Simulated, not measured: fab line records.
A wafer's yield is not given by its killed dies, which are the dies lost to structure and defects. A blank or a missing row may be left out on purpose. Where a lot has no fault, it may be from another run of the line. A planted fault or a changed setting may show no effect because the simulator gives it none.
fab line records + flow n5Finfet
record
- lots=9
- wafers=25
- lastDay=20
route steps=1938 shown BEOL_M1@767 BEOL_M4@1111 PASSIVATION@1936
lots that met no fault: from a run of the same line without faults
startH: start of the lot's first displayed wafer, in hours after the record's first day + waitH: hours from the lot's prior step to this one + " as in the row above + L1.1+2: one row covering several wafers at once + - no value present, or no start provided + * or withheld: withheld + < > ~ a bound
route shown NAME@n: names a module that has steps shown in the file, with the first one's number in the route + usual: mean/standard deviation taken from wafers without a fault + same: alike in all rows + chamber/n: place in a boat + sites: the reading at each site + _std_site: the standard deviation of these + _edge_site: inner sites' mean taken away from outer sites' mean + radiusMm: how far each site lies from the wafer's centre + mask NAME#n: copy n + behind: the last tool/chamber to shape the wafer + hold: why the lot was held/for how many hours/how that ended + device: whichever transistor did not switch (one of n, p or np) + end of line: the same wafers' tests at the end of the route + a step with no rows: only its recipe + killed: the dies lost at the first sort to structure and to defects; this is not the yield of the wafer + map: dies across one wafer; x = killed, . = not, _ = none there
set.NAME: setting as actually run; set.NAME@STEP: the setting as run at that earlier step + model.NAME: the simulator's own value behind a step, which no gauge read
one table for each step of the route and one row for each wafer, over a sample of lots
services: when a tool's chamber went out of use (startH, in hours from the record's first day, below 0 if earlier), for how many hours, and the reason
## steps
# step N5_BEOL_M1_DESCUM_16
# recipe
- chemistry=O2
- timeS=7
- sourcePowerW=50
- biasPowerW=20
- pressureMtorr=20
- rfFrequencyHz=2.712e+07
- tempC=40
- resist=CAR-EUV
- o2FlowSccm=225
# usual
- drypumpMotorCurrentA=5.4/0.45
- oesProductAu=0.75/0.067
- rfVppV=243.6/1.3
- showerheadPlenumPTorr=2.13/0.067
- tempC=39.99/0.12
- throttleValvePct=20.45/0.21
| lot.wafer | tool       | chamber | startH | waitH | drypumpMotorCurrentA | oesProductAu | rfHoursCounterH | rfVppV | showerheadPlenumPTorr | tempC | throttleValvePct |
|-----------|------------|---------|--------|-------|----------------------|--------------|-----------------|--------|-----------------------|-------|------------------|
| L189.3    | rieDiel-04 | 2       | 155.52 | 0.3   | 5.5                  | 0.72         | 182             | 242.0  | 2.07                  | 40.09 | 20.47            |
| L189.6    | "          | 3       | "      | "     | 5.6                  | 0.76         | -               | 243.0  | 2.11                  | 39.85 | 20.29            |
| L190.3    | rieDiel-02 | 3       | 156.62 | 0.0   | 5.5                  | 0.82         | 75              | 243.9  | 2.20                  | 39.93 | 20.14            |
| L190.4    | "          | 0       | "      | "     | 5.1                  | 0.69         | 189             | 243.6  | 2.16                  | 40.04 | 20.53            |
| L190.6    | "          | 1       | "      | "     | 5.1                  | 0.76         | -               | 245.0  | 2.19                  | 39.93 | 20.20            |
| L194.1    | rieDiel-04 | 0       | 184.82 | 0.5   | 6.1                  | 0.69         | 248             | 244.8  | 2.15                  | 39.95 | 20.77            |
| L194.3    | "          | 2       | "      | "     | 5.5                  | 0.72         | 193             | 243.5  | 2.07                  | 40.03 | 20.47            |
| L200.2    | rieDiel-04 | 0       | 230.51 | 0.0   | 6.1                  | 0.98         | 6               | 242.3  | 2.15                  | 40.03 | 20.42            |
| L200.4    | "          | 3       | "      | "     | 5.6                  | 0.75         | 156             | 242.8  | 2.10                  | 40.05 | 20.34            |
| L200.6    | "          | 0       | "      | "     | 6.1                  | 0.98         | -               | 243.4  | 2.15                  | 39.84 | 20.40            |
| L202.3    | rieDiel-02 | 3       | 240.03 | 0.0   | 5.5                  | 0.80         | 94              | 244.2  | 2.19                  | 40.10 | 20.18            |
| L202.4    | "          | 2       | "      | "     | 4.8                  | 0.83         | 91              | 244.2  | 2.20                  | 40.15 | 20.86            |
| L202.5    | "          | 3       | "      | "     | 5.5                  | 0.81         | -               | 245.1  | 2.19                  | 40.08 | 20.18            |
| L203.1    | rieDiel-02 | 1       | 241.69 | 0.0   | 5.0                  | 0.74         | 168             | 242.9  | 2.18                  | 40.09 | 20.26            |
| L203.2    | "          | 3       | "      | "     | 5.5                  | 0.80         | 94              | 243.8  | 2.19                  | 39.87 | 20.16            |
| L203.5    | "          | 0       | "      | "     | 5.0                  | 0.67         | -               | 244.0  | 2.16                  | 40.03 | 20.56            |
| L204.2    | rieDiel-01 | 2       | 248.20 | 0.0   | 5.0                  | 0.73         | 171             | 243.8  | 2.10                  | 40.03 | 20.66            |
| L204.3    | "          | 1       | "      | "     | 5.8                  | 0.68         | 249             | 244.3  | 2.15                  | 40.03 | 20.74            |
| L204.5    | "          | 3       | "      | "     | 4.7                  | 0.72         | -               | 244.6  | 2.16                  | 39.93 | 20.25            |
| L205.1    | rieDiel-04 | 0       | 248.59 | 0.3   | 6.1                  | 0.96         | 12              | 243.1  | 2.14                  | 39.85 | 20.43            |
| L205.4    | "          | 3       | "      | "     | 5.7                  | 0.74         | -               | 244.1  | 2.09                  | 39.94 | 20.33            |
| L205.5    | "          | 2       | "      | "     | 5.4                  | 0.70         | -               | 242.5  | 2.06                  | 40.00 | 20.52            |
| L206.1    | rieDiel-04 | 2       | 263.02 | 0.1   | 5.5                  | 0.70         | 221             | 242.7  | 2.06                  | 39.92 | 20.54            |
| L206.4    | "          | 0       | "      | "     | 6.1                  | 0.94         | 17              | 243.5  | 2.14                  | 39.96 | 20.43            |
| L206.6    | "          | 1       | "      | "     | 6.1                  | 0.98         | -               | 245.7  | 2.24                  | 40.08 | 20.17            |
# step N5_BEOL_M1_DESCUM_33
# recipe
- chemistry=O2
- timeS=7
- sourcePowerW=50
- biasPowerW=20
- pressureMtorr=20
- rfFrequencyHz=2.712e+07
- tempC=40
- resist=CAR-EUV
- o2FlowSccm=225
# usual
- drypumpMotorCurrentA=5.4/0.47
- oesProductAu=0.75/0.071
- rfVppV=243.8/1.3
- showerheadPlenumPTorr=2.13/0.064
- tempC=40.02/0.12
- throttleValvePct=20.46/0.21
| lot.wafer | tool       | chamber | startH | waitH | drypumpMotorCurrentA | oesProductAu | rfHoursCounterH | rfVppV | showerheadPlenumPTorr | tempC | throttleValvePct |
|-----------|------------|---------|--------|-------|----------------------|--------------|-----------------|--------|-----------------------|-------|------------------|
| L189.3    | rieDiel-04 | 1       | 156.44 | 0.0   | 6.1                  | 0.68         | 227             | 242.0  | 1.98                  | 39.95 | 20.45            |
| L189.6    | "          | 2       | "      | "     | 5.5                  | 0.73         | -               | 242.8  | 2.07                  | 40.00 | 20.46            |
| L190.3    | rieDiel-04 | 3       | 157.62 | 0.0   | 5.6                  | 0.78         | 129             | 244.1  | 2.11                  | 39.95 | 20.29            |
| L190.4    | "          | 0       | "      | "     | 6.1                  | 0.69         | 239             | 244.6  | 2.15                  | 40.11 | 20.75            |
| L190.6    | "          | 3       | "      | "     | 5.6                  | 0.77         | -               | 243.8  | 2.11                  | 39.95 | 20.28            |
| L194.1    | rieDiel-04 | 2       | 185.84 | 0.1   | 5.5                  | 0.72         | 193             | 244.1  | 2.07                  | 39.90 | 20.48            |
| L194.3    | "          | 3       | "      | "     | 5.6                  | 0.76         | 139             | 243.3  | 2.10                  | 40.15 | 20.32            |
| L200.2    | rieDiel-02 | 1       | 231.50 | 0.0   | 5.0                  | 0.74         | 165             | 245.1  | 2.18                  | 40.26 | 20.22            |
| L200.4    | "          | 0       | "      | "     | 5.0                  | 0.67         | 213             | 244.9  | 2.16                  | 39.88 | 20.57            |
| L200.6    | "          | 2       | "      | "     | 4.8                  | 0.83         | -               | 245.5  | 2.20                  | 40.14 | 20.86            |
| L202.3    | rieDiel-04 | 0       | 241.03 | 0.0   | 6.1                  | 0.96         | 8               | 243.5  | 2.15                  | 39.90 | 20.44            |
| L202.4    | "          | 2       | "      | "     | 5.5                  | 0.71         | -               | 242.5  | 2.06                  | 39.85 | 20.50            |
| L202.5    | "          | 0       | "      | "     | 6.1                  | 0.96         | -               | 242.6  | 2.15                  | 39.98 | 20.42            |
| L203.1    | rieDiel-01 | 3       | 242.71 | 0.1   | 4.7                  | 0.73         | 187             | 244.6  | 2.16                  | 39.87 | 20.27            |
| L203.2    | "          | 1       | "      | "     | 5.8                  | 0.68         | 248             | 244.6  | 2.15                  | 39.90 | 20.73            |
| L203.5    | "          | 2       | "      | "     | 4.9                  | 0.74         | -               | 242.7  | 2.10                  | 40.06 | 20.66            |
| L204.2    | rieDiel-01 | 2       | 249.09 | 0.0   | 4.9                  | 0.74         | 171             | 243.7  | 2.10                  | 40.20 | 20.66            |
| L204.3    | "          | 3       | "      | "     | 4.6                  | 0.73         | 188             | 245.2  | 2.16                  | 39.96 | 20.27            |
| L204.5    | "          | 3       | "      | "     | 4.6                  | 0.73         | -               | 245.4  | 2.16                  | 39.95 | 20.26            |
| L205.1    | rieDiel-02 | 0       | 249.47 | 0.0   | 5.0                  | 0.68         | 217             | 243.7  | 2.16                  | 40.22 | 20.57            |
| L205.4    | "          | 1       | "      | "     | 5.0                  | 0.74         | 170             | 245.5  | 2.18                  | 39.97 | 20.23            |
| L205.5    | "          | 2       | "      | "     | 4.8                  | 0.81         | -               | 243.1  | 2.20                  | 40.10 | 20.87            |
| L206.1    | rieDiel-04 | 2       | 263.89 | 0.0   | 5.5                  | 0.70         | 221             | 243.9  | 2.06                  | 40.01 | 20.53            |
| L206.4    | "          | 3       | "      | "     | 5.6                  | 0.74         | 166             | 243.9  | 2.09                  | 39.99 | 20.36            |
| L206.6    | "          | 0       | "      | "     | 6.1                  | 0.94         | -               | 244.1  | 2.14                  | 39.99 | 20.41            |
# step N5_BEOL_M1_ETCH_77
# recipe
- chemistry=N2/H2
- target=underlayer
- targetDepthA=65
- maskMaterial=CAR-EUV
- timeS=5.2
- ionEnergyEv=200
- pressureMtorr=30
- sourceW=840
- biasW=150
- n2FlowSccm=200
- h2FlowSccm=200
- ends=cleared
# usual
- drypumpMotorCurrentA=5.4/0.47
- etchRfOnTimeS=5.21/0.08
- oesProductAu=0.64/0.061
- rfVppV=525.2/2.6
- showerheadPlenumPTorr=2.59/0.08
- throttleValvePct=17.90/0.23
| lot.wafer | tool       | chamber | startH | waitH | drypumpMotorCurrentA | etchRfOnTimeS | oesProductAu | rfHoursCounterH | rfVppV | showerheadPlenumPTorr | throttleValvePct |
|-----------|------------|---------|--------|-------|----------------------|---------------|--------------|-----------------|--------|-----------------------|------------------|
| L189.3    | rieDiel-04 | 1       | 156.48 | 0.0   | 6.1                  | 8.25          | 0.46         | 227             | 519.1  | 2.41                  | 17.85            |
| L189.6    | "          | 2       | "      | "     | 5.5                  | 5.37          | 0.61         | -               | 523.7  | 2.53                  | 17.91            |
| L190.3    | rieDiel-04 | 3       | 157.65 | 0.0   | 5.7                  | 8.00          | 0.53         | 129             | 524.8  | 2.54                  | 17.67            |
| L190.4    | "          | 0       | "      | "     | 6.1                  | 5.28          | 0.60         | 239             | 525.8  | 2.61                  | 18.19            |
| L190.6    | "          | 3       | "      | "     | 5.7                  | 5.08          | 0.68         | -               | 525.5  | 2.54                  | 17.67            |
| L194.1    | rieDiel-04 | 2       | 185.88 | 0.0   | 5.5                  | 8.51          | 0.48         | 193             | 522.9  | 2.52                  | 17.93            |
| L194.3    | "          | 3       | "      | "     | 5.6                  | 8.20          | 0.52         | 139             | 524.3  | 2.54                  | 17.68            |
| L200.2    | rieDiel-02 | 1       | 231.54 | 0.0   | 5.1                  | 5.21          | 0.63         | 165             | 524.7  | 2.65                  | 17.67            |
| L200.4    | "          | 0       | "      | "     | 5.0                  | 5.27          | 0.58         | 213             | 527.6  | 2.63                  | 18.06            |
| L200.6    | "          | 2       | "      | "     | 4.8                  | 5.10          | 0.71         | -               | 526.6  | 2.68                  | 18.38            |
| L202.3    | rieDiel-04 | 0       | 241.06 | 0.0   | 6.1                  | 5.20          | 0.82         | 8               | 523.4  | 2.61                  | 17.81            |
| L202.4    | "          | 2       | "      | "     | 5.5                  | 5.31          | 0.60         | -               | 525.0  | 2.51                  | 17.98            |
| L202.5    | "          | 0       | "      | "     | 6.1                  | 5.23          | 0.81         | -               | 526.0  | 2.61                  | 17.82            |
| L203.1    | rieDiel-01 | 3       | 242.75 | 0.0   | 4.7                  | 5.30          | 0.62         | 187             | 526.4  | 2.64                  | 17.70            |
| L203.2    | "          | 1       | "      | "     | 5.8                  | 5.33          | 0.58         | 248             | 526.2  | 2.61                  | 18.29            |
| L203.5    | "          | 2       | "      | "     | 5.0                  | 5.14          | 0.63         | -               | 523.5  | 2.53                  | 18.01            |
| L204.2    | rieDiel-01 | 2       | 249.13 | 0.0   | 5.0                  | 5.14          | 0.64         | 171             | 523.0  | 2.53                  | 17.97            |
| L204.3    | "          | 3       | "      | "     | 4.7                  | 5.29          | 0.61         | 188             | 526.9  | 2.64                  | 17.72            |
| L204.5    | "          | 3       | "      | "     | 4.6                  | 5.28          | 0.61         | -               | 524.8  | 2.64                  | 17.71            |
| L205.1    | rieDiel-02 | 0       | 249.51 | 0.0   | 5.1                  | 5.33          | 0.58         | 217             | 525.5  | 2.63                  | 18.07            |
| L205.4    | "          | 1       | "      | "     | 5.1                  | 5.24          | 0.63         | 170             | 527.4  | 2.64                  | 17.72            |
| L205.5    | "          | 2       | "      | "     | 4.8                  | 5.12          | 0.70         | -               | 528.0  | 2.68                  | 18.39            |
| L206.1    | rieDiel-04 | 2       | 263.92 | 0.0   | 5.5                  | 5.35          | 0.59         | 221             | 522.6  | 2.51                  | 17.95            |
| L206.4    | "          | 3       | "      | "     | 5.7                  | 5.14          | 0.63         | 166             | 523.9  | 2.53                  | 17.76            |
| L206.6    | "          | 0       | "      | "     | 6.1                  | 5.19          | 0.80         | -               | 523.1  | 2.60                  | 17.80            |
# step N5_BEOL_M1_TRENCH_ETCH_37
# recipe
- chemistry=C4F6/O2
- targetDepthA=552.07
- target=SiOC
- timeS=29
- ionEnergyEv=250
- pressureMtorr=30
- sourceW=355
- biasW=185
- Ar_flow_sccm=300
- C4F6_flow_sccm=10
- O2_flow_sccm=10
# usual
- drypumpMotorCurrentA=5.3/0.44
- oesProductAu=0.75/0.068
- rfVppV=667/6.2
- showerheadPlenumPTorr=2.92/0.072
- throttleValvePct=20.88/0.22
| lot.wafer | tool       | chamber | startH | waitH | drypumpMotorCurrentA | oesProductAu | rfHoursCounterH | rfVppV | showerheadPlenumPTorr | throttleValvePct |
|-----------|------------|---------|--------|-------|----------------------|--------------|-----------------|--------|-----------------------|------------------|
| L189.3    | rieDiel-04 | 3       | -      | -     | 5.6                  | 0.77         | 131             | 661    | 2.85                  | 20.69            |
| L189.6    | "          | 2       | "      | "     | 5.5                  | 0.71         | -               | 668    | 2.83                  | 20.94            |
| L190.3    | rieDiel-02 | 0       | -      | -     | 5.0                  | 0.70         | 191             | 673    | 2.94                  | 20.94            |
| L190.4    | "          | 2       | "      | "     | 4.8                  | 0.85         | -               | 665    | 3.00                  | 21.32            |
| L190.6    | "          | 1       | "      | "     | 5.1                  | 0.76         | -               | 661    | 2.98                  | 20.65            |
| L194.1    | rieDiel-01 | 0       | -      | -     | 5.5                  | 0.75         | 151             | 670    | 2.95                  | 20.62            |
| L194.3    | "          | 1       | "      | "     | 5.7                  | 0.69         | 237             | 674    | 2.92                  | 21.15            |
| L200.2    | rieDiel-01 | 3       | -      | -     | 4.6                  | 0.73         | 187             | 666    | 2.95                  | 20.74            |
| L200.4    | "          | 2       | "      | "     | 5.0                  | 0.74         | 170             | 657    | 2.83                  | 20.99            |
| L200.6    | "          | 1       | "      | "     | 5.8                  | 0.68         | -               | 673    | 2.92                  | 21.19            |
| L202.3    | rieDiel-02 | 1       | -      | -     | 5.1                  | 0.74         | 169             | 661    | 2.97                  | 20.71            |
| L202.4    | "          | 2       | "      | "     | 4.9                  | 0.82         | 93              | 664    | 2.99                  | 21.33            |
| L202.5    | "          | 0       | "      | "     | 5.0                  | 0.68         | -               | 673    | 2.93                  | 20.98            |
| L203.1    | rieDiel-01 | 3       | -      | -     | 4.7                  | 0.71         | 190             | 667    | 2.95                  | 20.74            |
| L203.2    | "          | 0       | "      | "     | 5.5                  | 0.73         | 165             | 671    | 2.95                  | 20.65            |
| L203.5    | "          | 3       | "      | "     | 4.6                  | 0.72         | -               | 667    | 2.95                  | 20.76            |
| L204.2    | rieDiel-04 | 3       | -      | -     | 5.7                  | 0.75         | 164             | 660    | 2.84                  | 20.72            |
| L204.3    | "          | 2       | "      | "     | 5.5                  | 0.69         | 218             | 667    | 2.82                  | 20.99            |
| L204.5    | "          | 0       | "      | "     | 6.1                  | 0.94         | -               | 679    | 2.90                  | 20.84            |
| L205.1    | rieDiel-02 | 0       | -      | -     | 5.0                  | 0.67         | 220             | 674    | 2.92                  | 20.98            |
| L205.4    | "          | 3       | "      | "     | 5.5                  | 0.79         | 99              | 669    | 2.98                  | 20.64            |
| L205.5    | "          | 1       | "      | "     | 5.1                  | 0.73         | -               | 662    | 2.96                  | 20.69            |
| L206.1    | rieDiel-04 | 3       | -      | -     | 5.7                  | 0.74         | 169             | 660    | 2.84                  | 20.73            |
| L206.4    | "          | 0       | "      | "     | 6.1                  | 0.93         | 20              | 680    | 2.90                  | 20.81            |
| L206.6    | "          | 3       | "      | "     | 5.6                  | 0.74         | -               | 661    | 2.84                  | 20.73            |
# step N5_BEOL_M4_RC_MEAS_101
# usual
- DIBL_N=36.3/1.2
- DIBL_P=36.3/1.4
- IOFF_N=0.160/0.02
- IOFF_P=0.210/0.025
- ION_N=675/9.5
- ION_P=462/7
- SS_N=71.5/0.53
- SS_P=73.4/0.55
- VT_N=249.5/2.6
- VT_P=-250.1/2.9
| lot.wafer | tool      | chamber | startH | waitH | DIBL_N[mV/V] | DIBL_P[mV/V] | IOFF_N[nA/um] | IOFF_P[nA/um] | ION_N[uA/um] | ION_P[uA/um] | SS_N[mV/dec] | SS_P[mV/dec] | VT_N[mV] | VT_P[mV] |
|-----------|-----------|---------|--------|-------|--------------|--------------|---------------|---------------|--------------|--------------|--------------|--------------|----------|----------|
| L189.3    | prober-02 | 0       | 218.33 | 0.3   | 36.7         | 37.4         | 0.178         | 0.258         | 679          | 466          | 71.6         | 74.1         | 245.1    | -243.4   |
| L189.6    | "         | 0       | "      | "     | 35.7         | 35.6         | 0.147         | 0.217         | 668          | 460          | 71.5         | 73.6         | 247.7    | -246.2   |
| L190.3    | prober-01 | 0       | 221.34 | 0.3   | 37.9         | 36.3         | 0.179         | 0.211         | 692          | 467          | 71.9         | 73.8         | 249.8    | -250.3   |
| L190.4    | "         | 0       | "      | "     | 37.2         | 37.1         | 0.172         | 0.231         | 684          | 469          | 71.8         | 73.4         | 250.0    | -247.6   |
| L190.6    | "         | 0       | "      | "     | 36.4         | 35.5         | 0.152         | 0.203         | 677          | 462          | 72.2         | 73.8         | 251.3    | -250.0   |
| L194.1    | prober-01 | 0       | 266.57 | 0.0   | 37.4         | 37.5         | 0.188         | 0.264         | 683          | 474          | 71.3         | 72.9         | 245.9    | -243.1   |
| L194.3    | "         | 0       | "      | "     | 38.1         | 37.9         | 0.201         | 0.283         | 684          | 473          | 71.3         | 73.1         | 244.1    | -245.8   |
| L200.2    | prober-01 | 0       | 329.33 | 0.2   | 37.6         | 37.1         | 0.161         | 0.217         | 668          | 463          | 72.0         | 73.6         | 248.7    | -250.7   |
| L200.4    | "         | 0       | "      | "     | 37.5         | 38.0         | 0.166         | 0.232         | 672          | 459          | 72.5         | 74.2         | 250.3    | -246.4   |
| L200.6    | "         | 0       | "      | "     | 35.9         | 35.6         | 0.140         | 0.205         | 672          | 463          | 71.4         | 73.5         | 249.4    | -251.9   |
| L204.2    | prober-01 | 0       | 334.53 | 0.2   | 35.8         | 36.4         | 0.172         | 0.200         | 682          | 461          | 70.8         | 73.0         | 246.2    | -253.4   |
| L204.3    | "         | 0       | "      | "     | 35.5         | 34.8         | 0.154         | 0.179         | 676          | 458          | 71.4         | 73.1         | 247.9    | -254.3   |
| L204.5    | "         | 0       | "      | "     | 34.8         | 34.7         | 0.147         | 0.184         | 677          | 464          | 70.5         | 72.1         | 250.8    | -251.8   |
| L202.3    | prober-02 | 0       | 338.46 | 0.3   | 36.9         | 37.5         | 0.162         | 0.215         | 668          | 463          | 71.9         | 73.5         | 250.5    | -248.9   |
| L202.4    | "         | 0       | "      | "     | 39.5         | 40.0         | 0.206         | 0.265         | 685          | 464          | 71.7         | 74.6         | 248.3    | -246.1   |
| L202.5    | "         | 0       | "      | "     | 38.2         | 38.9         | 0.186         | 0.236         | 674          | 457          | 71.6         | 74.7         | 249.9    | -248.1   |
| L203.1    | prober-01 | 0       | 338.63 | 0.0   | 38.0         | 38.8         | 0.173         | 0.213         | 667          | 454          | 71.4         | 73.9         | 249.4    | -251.8   |
| L203.2    | "         | 0       | "      | "     | 35.9         | 35.7         | 0.131         | 0.184         | 659          | 449          | 70.8         | 73.0         | 253.3    | -254.3   |
| L203.5    | "         | 0       | "      | "     | 35.7         | 35.6         | 0.134         | 0.183         | 650          | 449          | 71.6         | 72.8         | 253.9    | -253.9   |
| L205.1    | prober-01 | 0       | 344.62 | 0.0   | 36.0         | 36.6         | 0.165         | 0.215         | 682          | 462          | 71.3         | 73.0         | 247.6    | -251.8   |
| L205.4    | "         | 0       | "      | "     | 35.2         | 35.6         | 0.144         | 0.190         | 674          | 462          | 70.7         | 73.1         | 250.9    | -250.1   |
| L205.5    | "         | 0       | "      | "     | 35.2         | 35.0         | 0.141         | 0.183         | 679          | 466          | 71.6         | 73.3         | 252.5    | -251.1   |
| L206.1    | prober-02 | 0       | 363.29 | 0.0   | 35.3         | 36.4         | 0.154         | 0.208         | 679          | 472          | 71.6         | 72.7         | 247.8    | -249.9   |
| L206.4    | "         | 0       | "      | "     | 34.8         | 34.8         | 0.143         | 0.183         | 683          | 466          | 70.8         | 72.7         | 248.7    | -250.5   |
| L206.6    | "         | 0       | "      | "     | 34.6         | 35.8         | 0.151         | 0.206         | 691          | 466          | 71.3         | 72.1         | 250.1    | -247.9   |
# step N5_PASSIVATION_PROBE_49
# usual
- defectLimitedYield=90.9/1.3
- killed_at_M0_to_M3=36/11
- killed_at_M4_up=13/5.1
- killedAtContacts=14/4.9
- killedAtFrontEnd=41/10
- killedAtOther=3.4/2.6
- killedDies=107/16
- killedOpen=70/11
- killedShort=36/7.8
- sort_bin_5_function=5.4/0.84
- sort_bin_6_memory=3.4/0.67
- sortNPass=1073/16
- sortYieldPct=90.9/1.3
# same
- grossDies=1180
- killedAtBackSide=0
- sort_bin_4_leakage[%]=0
- sort_bin_8_speed[%]=0
| lot.wafer | tool      | chamber | startH | waitH | defectLimitedYield[%] | killed_at_M0_to_M3 | killed_at_M4_up | killedAtContacts | killedAtFrontEnd | killedAtOther | killedDies | killedOpen | killedShort | sort_bin_5_function[%] | sort_bin_6_memory[%] | sortNPass | sortYieldPct[%] |
|-----------|-----------|---------|--------|-------|-----------------------|--------------------|-----------------|------------------|------------------|---------------|------------|------------|-------------|------------------------|----------------------|-----------|-----------------|
| L200.2    | prober-01 | -       | 451.21 | 0.1   | 93.6                  | 20                 | 9               | 13               | 33               | 0             | 75         | 46         | 27          | 4.2                    | 1.9                  | 1105      | 93.6            |
| L200.4    | prober-01 | -       | 451.31 | 0.2   | 94.7                  | 21                 | 7               | 10               | 25               | 0             | 63         | 43         | 19          | 3.1                    | 2.1                  | 1117      | 94.7            |
| L200.6    | prober-01 | -       | 451.41 | 0.3   | 92.6                  | 22                 | 13              | 14               | 33               | 5             | 87         | 52         | 33          | 4.1                    | 2.9                  | 1093      | 92.6            |
# killed by level:class
L200.2 MOL_CONTACT_COAG:geometricParticle:open=12 FIN_SAQP:geometricParticle:short=8 FIN_SAQP:geometricParticle:open=5 STI_FIN_REVEAL:geometricParticle:open=5 BEOL_M3:geometricParticle:open=5 BEOL_M4:geometricParticle:open=5 ILD0:geometricParticle:short=4 BEOL_M0_SAQP:geometricParticle:short=4
L200.4 MOL_CONTACT_COAG:geometricParticle:open=8 BEOL_M2:geometricParticle:open=8 FIN_SAQP:geometricParticle:short=6 FIN_SAQP:geometricParticle:open=5 BEOL_M3:geometricParticle:open=5 STI_FIN_REVEAL:geometricParticle:open=4 STARTING-WAFER:geometricParticle:short=3 GATE_CUT:geometricParticle:short=2
L200.6 MOL_CONTACT_COAG:geometricParticle:open=13 FIN_SAQP:geometricParticle:open=10 BEOL_M0_SAQP:geometricParticle:short=9 FIN_SAQP:geometricParticle:short=4 STI_FIN_REVEAL:geometricParticle:open=3 GATE_CUT:geometricParticle:short=3 BEOL_M0_SAQP:geometricParticle:open=3 BEOL_M1:geometricParticle:open=3
## services
| tool       | chamber | startH | hours | kind                         |
|------------|---------|--------|-------|------------------------------|
| rieDiel-02 | 2       | 137.47 | 6.3   | repair                       |
| rieDiel-02 | 3       | 164.68 | 12.2  | repair                       |
| rieDiel-04 | 1       | 180.16 | 11.0  | repair                       |
| rieDiel-04 | 0       | 191.20 | -     | clean                        |
| rieDiel-04 | 0       | 191.20 | -     | consumableReplace:focusRing  |
| rieDiel-04 | 0       | 191.20 | 20.1  | scheduledDown                |
| rieDiel-04 | 0       | 191.20 | 20.1  | ventCycle                    |
| rieDiel-02 | -       | 195.75 | 0.3   | repair                       |
| rieDiel-02 | 3       | 210.60 | 4.7   | repair                       |
| rieDiel-04 | 1       | 237.23 | -     | clean                        |
| rieDiel-04 | 1       | 237.23 | -     | consumableReplace:focusRing  |
| rieDiel-04 | 1       | 237.23 | -     | consumableReplace:showerhead |
| rieDiel-04 | 1       | 237.23 | 24.6  | scheduledDown                |
| rieDiel-04 | 1       | 237.23 | 24.6  | ventCycle                    |
| rieDiel-02 | -       | 249.18 | 0.2   | repair                       |
| rieDiel-01 | 1       | 251.59 | -     | clean                        |
| rieDiel-01 | 1       | 251.59 | -     | consumableReplace:focusRing  |
| rieDiel-01 | 1       | 251.59 | 17.7  | scheduledDown                |
| rieDiel-01 | 1       | 251.59 | 17.7  | ventCycle                    |
## key
firstSign
- step=N5_BEOL_M1_ETCH_77
- reading=etchRfOnTimeS
- direction=up
- sigmas=38
- usual=*
- struck=*
effect
- step=N5_BEOL_M1_ETCH_77
- reading=oesProductAu
- direction=down
- sigmas=2.4
- usual=0.64
- struck=0.50
- wafersMoved=2
metAt N5_BEOL_M1_ETCH_77
struckLots L189,L190,L194
struckWafers L189.3,L190.3,L194.1,L194.3
notActingAt N5_BEOL_M1_DESCUM_16,N5_BEOL_M1_DESCUM_33,N5_BEOL_M1_TRENCH_ETCH_37
fault
- kind=processParameterDrift
- tool=rieDiel-04
- chamber=-
- onsetH=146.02
- steps=N5_BEOL_M1_ETCH_77
- channel=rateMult
- offset=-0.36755
- shape=step
- endH=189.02
- scope=struckWafersOnly
